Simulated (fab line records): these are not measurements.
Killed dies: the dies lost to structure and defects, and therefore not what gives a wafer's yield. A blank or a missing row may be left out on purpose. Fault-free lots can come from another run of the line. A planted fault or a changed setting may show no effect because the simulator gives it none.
fab line records | flow n5Finfet | part 2 of 2: steps 22 to 28 of 28
record: lots: 5 | wafers: 15 | lastDay: 17
route steps=1938 shown GATE_CUT@470
lots with no fault: from the same line, run without faults
startH: the number of hours between the record's first day and the start of the first shown wafer of the lot | waitH: hours elapsed since this lot's preceding step | " identical to the entry in the row above | L1.1+2: one row covering several wafers at once | - no value present, or no start provided | * or withheld: withheld | < > ~ a bound
route shown NAME@n: NAME is a module with steps in the file, n the number in the route of the first one | usual: average and standard deviation across the fault-free wafers | same: alike in all rows | chamber/n: place in a boat | sites: the reading at each site | _std_site: the values' standard deviation | _edge_site: mean of outer sites minus mean of inner sites | radiusMm: how far each site lies from the wafer's centre | mask NAME#n: copy n | behind: tool/chamber where the wafer was last shaped | hold: reason for holding the lot/hours on hold/outcome of the hold | device: names the non-switching transistor (n, p or np) | end of line: the tests these same wafers got at the end of their route | a step with no rows: only its recipe | killed: dies lost to structure and defects at the first sort, not the wafer's yield | map: a wafer's dies, x killed, . not, _ none there
set.NAME: the setting as run; set.NAME@STEP: as run at that earlier step | model.NAME: the simulator's own value behind a step, which no gauge read
a table for each step, a row for each wafer; lots at some steps of the route
services: a tool's chamber out of use, with start hour (startH, from the record's first day; less than 0 if before it), hours out, and reason
== steps ==
step: N5_GATE_CUT_ETCH_36
recipe: chemistry: CF4 | target: SiARC | targetDepthA: 130 | maskMaterial: CAR-EUV | timeS: 21.7 | ionEnergyEv: 80 | pressureMtorr: 40 | sourceW: 545 | biasW: 36 | Ar_flow_sccm: 100 | cf4FlowSccm: 100 | ends: cleared
usual: drypumpMotorCurrentA: 5.5/0.38 | etchRfOnTimeS: 21.7/0.52 | mfcArSccm: 100.0/0.33 | oesProductAu: 0.66/0.069 | rfVppV: 184.4/1.1 | showerheadPlenumPTorr: 2.17/0.065 | throttleValvePct: 15.74/0.17
lot.wafer | tool       | chamber | startH | waitH | drypumpMotorCurrentA | etchRfOnTimeS | mfcArSccm | oesProductAu | rfHoursCounterH | rfVppV | showerheadPlenumPTorr | throttleValvePct
L075.1    | rieDiel-05 | 2       | 91.78  | 0.0   | 5.6                  | 21.5          | 100.3     | 0.67         | 126             | 182.8  | 2.05                  | 15.71
L075.3    | "          | 0       | "      | "     | 5.0                  | 22.0          | 100.8     | 0.59         | 224             | 184.5  | 2.20                  | 16.11
L075.6    | "          | 1       | "      | "     | 6.2                  | 21.7          | 99.9      | 0.72         | -               | 183.8  | 2.17                  | 15.60
L079.2    | rieDiel-04 | 3       | 112.44 | 0.0   | 5.4                  | 21.5          | 100.2     | 0.59         | 207             | 183.6  | 2.11                  | 15.92
L079.3    | "          | 2       | "      | "     | 5.0                  | 22.1          | 100.5     | 0.58         | 246             | 184.3  | 2.20                  | 16.11
L079.5    | "          | 3       | "      | "     | 5.4                  | 21.6          | 99.6      | 0.60         | -               | 183.3  | 2.11                  | 15.92
L087.3    | rieDiel-05 | 3       | 160.05 | 0.0   | 5.4                  | 21.6          | 99.5      | 0.65         | 166             | 182.3  | 2.07                  | 15.69
L087.4    | "          | 1       | "      | "     | 6.2                  | 21.6          | 100.3     | 0.70         | 76              | 183.8  | 2.16                  | 15.65
L087.6    | "          | 1       | "      | "     | 6.2                  | 21.7          | 99.9      | 0.70         | -               | 183.9  | 2.16                  | 15.64
L092.1    | rieDiel-02 | 3       | 191.05 | 0.0   | 5.7                  | 21.2          | 99.7      | 0.80         | 17              | 186.2  | 2.29                  | 15.51
L092.3    | "          | 0       | "      | "     | 5.5                  | 22.1          | 100.4     | 0.66         | 110             | 183.5  | 2.17                  | 15.76
L092.6    | "          | 1       | "      | "     | 6.0                  | 21.4          | 99.8      | 0.74         | -               | 184.8  | 2.17                  | 15.82
L094.1    | rieDiel-04 | 2       | 209.99 | 0.0   | 5.0                  | 20.9          | 99.9      | 0.79         | 16              | 186.1  | 2.19                  | 15.66
L094.2    | "          | 1       | "      | "     | 5.0                  | 23.0          | 100.5     | 0.62         | 155             | 184.7  | 2.23                  | 15.73
L094.3    | "          | 3       | "      | "     | 5.3                  | 21.7          | 100.0     | 0.57         | 237             | 181.7  | 2.10                  | 15.97
step: N5_GATE_CUT_ETCH_37
recipe: chemistry: N2/H2 | target: SOC | targetDepthA: 600 | overetchA: 120 | maskMaterial: SiARC | tempC: 40 | timeS: 90 | ionEnergyEv: 200 | pressureMtorr: 30 | sourceW: 840 | biasW: 150 | n2FlowSccm: 200 | h2FlowSccm: 200
usual: drypumpMotorCurrentA: 5.5/0.38 | oesProductAu: 0.70/0.068 | rfVppV: 524.7/2.2 | showerheadPlenumPTorr: 2.58/0.077 | throttleValvePct: 17.98/0.25
lot.wafer | tool       | chamber | startH | waitH | drypumpMotorCurrentA | oesProductAu | rfHoursCounterH | rfVppV | showerheadPlenumPTorr | throttleValvePct
L075.1    | rieDiel-05 | 2       | 91.81  | 0.0   | 5.7                  | 0.69         | 126             | 520.3  | 2.44                  | 17.95
L075.3    | "          | 0       | "      | "     | 5.0                  | 0.60         | 224             | 526.4  | 2.64                  | 18.62
L075.6    | "          | 1       | "      | "     | 6.2                  | 0.76         | -               | 525.8  | 2.60                  | 18.10
L079.2    | rieDiel-04 | 3       | 112.47 | 0.0   | 5.4                  | 0.62         | 207             | 522.3  | 2.53                  | 18.18
L079.3    | "          | 2       | "      | "     | 5.0                  | 0.61         | 246             | 527.4  | 2.60                  | 18.19
L079.5    | "          | 3       | "      | "     | 5.3                  | 0.62         | -               | 523.4  | 2.53                  | 18.21
L087.3    | rieDiel-05 | 3       | 160.08 | 0.0   | 5.4                  | 0.67         | 166             | 520.3  | 2.42                  | 17.70
L087.4    | "          | 1       | "      | "     | 6.2                  | 0.73         | 76              | 524.9  | 2.59                  | 18.15
L087.6    | "          | 1       | "      | "     | 6.2                  | 0.73         | -               | 525.5  | 2.59                  | 18.16
L092.1    | rieDiel-02 | 3       | 191.08 | 0.0   | 5.7                  | 0.82         | 17              | 528.2  | 2.72                  | 17.67
L092.3    | "          | 0       | "      | "     | 5.6                  | 0.70         | 110             | 522.7  | 2.58                  | 18.03
L092.6    | "          | 1       | "      | "     | 6.1                  | 0.79         | -               | 524.9  | 2.58                  | 18.14
L094.1    | rieDiel-04 | 2       | 210.01 | 0.0   | 4.9                  | 0.82         | 16              | 525.2  | 2.59                  | 17.81
L094.2    | "          | 1       | "      | "     | 5.0                  | 0.67         | 155             | 525.6  | 2.64                  | 17.87
L094.3    | "          | 3       | "      | "     | 5.4                  | 0.61         | 237             | 522.6  | 2.52                  | 18.26
step: N5_GATE_CUT_STRIP_38
recipe: chemistry: N2/H2 | tempC: 40 | n2FlowSccm: 200 | h2FlowSccm: 200 | rfFrequencyHz: 6e+07
lot.wafer  | tool       | chamber | startH | waitH
L075.1+3+6 | rieDiel-05 | 2,0,1   | 91.87  | 0.0
L079.2+3+5 | rieDiel-04 | 3,2,3   | 112.53 | 0.0
L087.3+4+6 | rieDiel-05 | 3,1,1   | 160.14 | 0.0
L092.1+3+6 | rieDiel-02 | 3,0,1   | 191.14 | 0.0
L094.1+2+3 | rieDiel-04 | 2,1,3   | 210.08 | 0.0
step: N5_GATE_CUT_STRIP_39
recipe: chemistry: N2/H2 | tempC: 40 | n2FlowSccm: 200 | h2FlowSccm: 200 | rfFrequencyHz: 6e+07
lot.wafer  | tool       | chamber | startH | waitH
L075.1+3+6 | rieDiel-05 | 2,0,1   | 91.88  | 0.0
L079.2+3+5 | rieDiel-04 | 3,2,3   | 112.54 | 0.0
L087.3+4+6 | rieDiel-05 | 3,1,1   | 160.15 | 0.0
L092.1+3+6 | rieDiel-02 | 3,0,1   | 191.15 | 0.0
L094.1+2+3 | rieDiel-04 | 2,1,3   | 210.09 | 0.0
step: N5_GATE_CUT_HM_OPEN_40
recipe: chemistry: C4F6/O2 | target: SiO2 | maskMaterial: SiARC | targetDepthA: 1390 | timeS: 85.1 | ionEnergyEv: 250 | pressureMtorr: 30 | sourceW: 345 | biasW: 185 | Ar_flow_sccm: 300 | C4F6_flow_sccm: 10 | O2_flow_sccm: 10 | ends: cleared
usual: drypumpMotorCurrentA: 5.5/0.38 | etchRfOnTimeS: 93.8/2.3 | mfcArSccm: 300.0/0.91 | oesProductAu: 0.70/0.073 | rfVppV: 673/15 | showerheadPlenumPTorr: 2.89/0.088 | throttleValvePct: 21.08/0.19
lot.wafer | tool       | chamber | startH | waitH | drypumpMotorCurrentA | etchRfOnTimeS | mfcArSccm | oesProductAu | rfHoursCounterH | rfVppV | showerheadPlenumPTorr | throttleValvePct
L075.1    | rieDiel-05 | 2       | 91.89  | 0.0   | 5.6                  | 94.8          | 299.9     | 0.69         | 126             | 636    | 2.72                  | 20.97
L075.3    | "          | 0       | "      | "     | 5.0                  | 94.9          | 298.7     | 0.61         | 224             | 683    | 2.94                  | 21.53
L075.6    | "          | 1       | "      | "     | 6.2                  | 94.7          | 300.2     | 0.76         | -               | 672    | 2.88                  | 20.94
L079.2    | rieDiel-04 | 3       | 112.55 | 0.0   | 5.4                  | 92.6          | 300.2     | 0.62         | 207             | 676    | 2.80                  | 21.16
L079.3    | "          | 2       | "      | "     | 5.0                  | 94.9          | 299.1     | 0.61         | 246             | 683    | 2.93                  | 21.44
L079.5    | "          | 3       | "      | "     | 5.4                  | 94.9          | 300.8     | 0.63         | -               | 677    | 2.80                  | 21.16
L087.3    | rieDiel-05 | 3       | 160.16 | 0.0   | 5.4                  | 93.3          | 300.6     | 0.68         | 166             | 670    | 2.76                  | 21.05
L087.4    | "          | 1       | "      | "     | 6.2                  | 91.8          | 299.7     | 0.74         | 76              | 672    | 2.87                  | 21.00
L087.6    | "          | 1       | "      | "     | 6.2                  | 91.8          | 300.1     | 0.75         | -               | 673    | 2.87                  | 20.98
L092.1    | rieDiel-02 | 3       | 191.16 | 0.0   | 5.7                  | 90.1          | 299.3     | 0.83         | 17              | 657    | 3.05                  | 20.96
L092.3    | "          | 0       | "      | "     | 5.5                  | 89.8          | 299.6     | 0.71         | 110             | 661    | 2.89                  | 21.16
L092.6    | "          | 1       | "      | "     | 6.0                  | 89.9          | 299.8     | 0.80         | -               | 667    | 2.90                  | 21.31
L094.1    | rieDiel-04 | 2       | 210.10 | 0.0   | 5.0                  | 93.0          | 300.4     | 0.83         | 16              | 682    | 2.92                  | 21.14
L094.2    | "          | 1       | "      | "     | 5.0                  | 101.2         | 301.1     | 0.66         | 155             | 680    | 2.96                  | 21.04
L094.3    | "          | 3       | "      | "     | 5.4                  | 94.4          | 299.1     | 0.61         | 237             | 675    | 2.79                  | 21.18
step: N5_GATE_CUT_STRIP_41
recipe: chemistry: CF4 | resist: SiARC | powerW: 300 | biasPowerW: 75 | pressureMtorr: 50 | cf4FlowSccm: 150 | rfFrequencyHz: 6e+07
usual: drypumpMotorCurrentA: 5.5/0.38 | oesProductAu: 0.179/0.018 | powerW: 300.0/0.92 | rfVppV: 271.7/1.3 | showerheadPlenumPTorr: 1.82/0.053 | throttleValvePct: 13.70/0.18
lot.wafer | tool       | chamber | startH | waitH | drypumpMotorCurrentA | oesProductAu | powerW | rfHoursCounterH | rfVppV | showerheadPlenumPTorr | throttleValvePct
L075.1    | rieDiel-05 | 2       | 91.95  | 0.0   | 5.7                  | 0.188        | 299.6  | 126             | 269.7  | 1.72                  | 13.73
L075.3    | "          | 0       | "      | "     | 5.0                  | 0.159        | 300.5  | 224             | 271.8  | 1.83                  | 14.06
L075.6    | "          | 1       | "      | "     | 6.1                  | 0.205        | 298.1  | -               | 271.9  | 1.82                  | 13.55
L079.2    | rieDiel-04 | 3       | 112.61 | 0.0   | 5.4                  | 0.161        | 299.2  | 207             | 269.9  | 1.78                  | 13.91
L079.3    | "          | 2       | "      | "     | 5.0                  | 0.158        | 298.9  | 246             | 273.2  | 1.84                  | 14.12
L079.5    | "          | 3       | "      | "     | 5.4                  | 0.161        | 300.1  | -               | 270.1  | 1.78                  | 13.91
L087.3    | rieDiel-05 | 3       | 160.22 | 0.0   | 5.3                  | 0.178        | 298.7  | 166             | 269.4  | 1.73                  | 13.66
L087.4    | "          | 1       | "      | "     | 6.2                  | 0.184        | 298.4  | 76              | 271.5  | 1.81                  | 13.60
L087.6    | "          | 1       | "      | "     | 6.2                  | 0.192        | 300.0  | -               | 271.6  | 1.81                  | 13.60
L092.1    | rieDiel-02 | 3       | 191.23 | 0.0   | 5.7                  | 0.203        | 299.1  | 17              | 272.7  | 1.91                  | 13.43
L092.3    | "          | 0       | "      | "     | 5.5                  | 0.182        | 299.7  | 110             | 271.7  | 1.82                  | 13.71
L092.6    | "          | 1       | "      | "     | 6.0                  | 0.206        | 300.1  | -               | 270.8  | 1.81                  | 13.71
L094.1    | rieDiel-04 | 2       | 210.16 | 0.0   | 5.0                  | 0.208        | 303.0  | 16              | 271.7  | 1.83                  | 13.57
L094.2    | "          | 1       | "      | "     | 5.0                  | 0.172        | 300.5  | 155             | 273.5  | 1.88                  | 13.73
L094.3    | "          | 3       | "      | "     | 5.4                  | 0.155        | 299.7  | 237             | 271.0  | 1.77                  | 14.00
step: N5_GATE_CUT_STRIP_42
recipe: chemistry: O2 | powerW: 400 | tempC: 40 | pressureMtorr: 30 | rfFrequencyHz: 6e+07 | biasPowerW: 0 | overashFraction: 0.3 | o2FlowSccm: 225
usual: drypumpMotorCurrentA: 5.5/0.38 | oesProductAu: 0.77/0.079 | rfVppV: 3.7/0.53 | showerheadPlenumPTorr: 2.12/0.067 | throttleValvePct: 16.78/0.18
lot.wafer | tool       | chamber | startH | waitH | drypumpMotorCurrentA | oesProductAu | rfHoursCounterH | rfVppV | showerheadPlenumPTorr | throttleValvePct
L075.1    | rieDiel-05 | 2       | 91.97  | 0.0   | 5.7                  | 0.77         | 126             | 4.2    | 2.03                  | 16.89
L075.3    | "          | 0       | "      | "     | 5.0                  | 0.69         | 224             | 3.5    | 2.16                  | 17.23
L075.6    | "          | 1       | "      | "     | 6.1                  | 0.84         | -               | 3.8    | 2.11                  | 16.62
L079.2    | rieDiel-04 | 3       | 112.63 | 0.0   | 5.3                  | 0.69         | 207             | 3.8    | 2.06                  | 16.92
L079.3    | "          | 2       | "      | "     | 5.0                  | 0.66         | 246             | 3.6    | 2.14                  | 17.11
L079.5    | "          | 3       | "      | "     | 5.3                  | 0.69         | -               | 3.9    | 2.06                  | 16.93
L087.3    | rieDiel-05 | 3       | 160.24 | 0.0   | 5.4                  | 0.75         | 166             | 3.5    | 2.00                  | 16.64
L087.4    | "          | 1       | "      | "     | 6.1                  | 0.82         | 76              | 3.8    | 2.11                  | 16.64
L087.6    | "          | 1       | "      | "     | 6.2                  | 0.82         | -               | 3.2    | 2.11                  | 16.66
L092.1    | rieDiel-02 | 3       | 191.25 | 0.0   | 5.7                  | 0.93         | 17              | 3.1    | 2.22                  | 16.44
L092.3    | "          | 0       | "      | "     | 5.6                  | 0.78         | 110             | 3.9    | 2.12                  | 16.78
L092.6    | "          | 1       | "      | "     | 6.0                  | 0.88         | -               | 3.5    | 2.11                  | 16.86
L094.1    | rieDiel-04 | 2       | 210.18 | 0.0   | 4.9                  | 0.90         | 16              | 3.5    | 2.14                  | 16.69
L094.2    | "          | 1       | "      | "     | 5.0                  | 0.73         | 155             | 4.0    | 2.19                  | 16.80
L094.3    | "          | 3       | "      | "     | 5.4                  | 0.67         | 237             | 3.1    | 2.05                  | 16.96
== services ==
tool          | chamber | startH | hours | kind
euvScanner-01 | -       | 65.09  | 1.2   | repair
rieDiel-02    | 3       | 66.11  | 4.3   | repair
rieDiel-05    | 0       | 66.63  | 1.9   | repair
cmp-03        | -       | 73.17  | 2.2   | repair
cmp-02        | -       | 80.54  | 0.3   | repair
aldSin-01     | -       | 85.86  | 14.0  | pm
cmp-03        | -       | 86.36  | 0.6   | repair
euvScanner-01 | -       | 88.92  | 1.0   | pm
rieDiel-04    | -       | 95.90  | 0.4   | repair
euvScanner-01 | -       | 106.95 | 0.1   | repair
euvScanner-02 | -       | 107.15 | 1.0   | pm
cmp-03        | -       | 108.70 | 7.0   | pm
cmp-03        | -       | 121.70 | 1.0   | repair
rieDiel-05    | 2       | 128.71 | 1.6   | repair
pecvd-02      | 1       | 130.79 | 30.3  | repair
rieDiel-05    | -       | 139.60 | 0.4   | repair
pecvd-02      | -       | 139.70 | 0.8   | repair
aldSin-02     | -       | 144.29 | 6.0   | pm
euvScanner-01 | -       | 145.10 | 1.0   | pm
aldSin-02     | 0       | 173.72 | 1.7   | repair
rieDiel-02    | -       | 180.09 | 1.3   | repair
wetBench-05   | -       | 186.83 | 1.9   | pm
aldSin-02     | 3       | 187.52 | 4.0   | repair
euvScanner-01 | -       | 201.22 | 1.0   | pm
